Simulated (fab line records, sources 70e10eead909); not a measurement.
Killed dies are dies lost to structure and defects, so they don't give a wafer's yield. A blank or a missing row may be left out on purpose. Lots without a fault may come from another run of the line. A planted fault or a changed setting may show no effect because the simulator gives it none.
Chamber matching | flow nand_harc | NHARC_A_STAIRCASE_DEP_259 on pecvd-02: 3 sister chambers
The step deposits SiON, target thk 30 nm. 20 wafers are shown with their chamber, then 10 later ones without.

WAFERS WITH THEIR CHAMBER
wafer  | chamber | heater_power_w (W) | rf_fwd_power_W (W)
L075.1 | 2       | 643                | 349.5
L075.5 | 0       | 643                | 348.5
L075.6 | 1       | 837                | 350.7
L077.2 | 1       | 831                | 349.7
L077.5 | 0       | 623                | 348.8
L077.6 | 2       | 680                | 349.3
L079.3 | 1       | 784                | 348.2
L079.5 | 0       | 643                | 350.1
L079.6 | 2       | 705                | 348.0
L081.1 | 0       | 627                | 350.9
L081.2 | 2       | 706                | 348.8
L081.3 | 1       | 847                | 348.7
L083.1 | 0       | 621                | 348.9
L083.4 | 2       | 748                | 348.3
L083.6 | 0       | 617                | 348.6
L084.2 | 0       | 639                | 349.6
L084.3 | 0       | 641                | 350.4
L084.6 | 1       | 737                | 348.6
L087.2 | 0       | 584                | 347.6
L087.4 | 1       | 816                | 348.5

SIGNATURES (means of the wafers above)
reading        | chamber 0 | chamber 1 | chamber 2 | scatter within a chamber
heater_power_w | 626.44    | 808.67    | 696.40    | 32
rf_fwd_power_W | 349.267   | 349.067   | 348.780   | 0.941
Rule: a wafer's distance from a chamber is the root of the sum, over the readings, of the square of ((its reading less the chamber's mean) divided by the reading's scatter). The wafer belongs to the nearest chamber; if the next one is less than 2 further off, it can't be placed. The scatter: the root of (the sum of the squares of (reading less its chamber's mean) over the shown wafers, divided by (wafers less chambers)).

WAFERS WITHOUT THEIR CHAMBER
wafer  | heater_power_w (W) | rf_fwd_power_W (W)
L087.5 | 578                | 349.3
L091.1 | 830                | 349.1
L091.3 | 635                | 349.6
L091.4 | 628                | 348.0
L094.1 | 697                | 350.2
L094.4 | 629                | 348.2
L094.5 | 614                | 347.7
L093.3 | 747                | 348.3
L093.5 | 752                | 350.9
L093.6 | 772                | 348.3

WHICH CHAMBER EACH WENT THROUGH
wafer  | from the rows above          | in truth
L087.5 | 0                            | 0
L091.1 | 1                            | 1
L091.3 | can't be placed: 0 or 2      | 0
L091.4 | can't be placed: 0 or 2      | 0
L094.1 | can't be placed: 2 or 0      | 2
L094.4 | can't be placed: 0 or 2      | 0
L094.5 | can't be placed: 0 or 2      | 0
L093.3 | can't be placed: 2 or 1      | 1
L093.5 | can't be placed: 1 or 2 or 0 | 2
L093.6 | can't be placed: 1 or 2      | 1
Placed correctly: 2 of 10. Can't be placed from these rows: 8 (the true chamber is among the candidates in 8). Placed wrongly: 0.
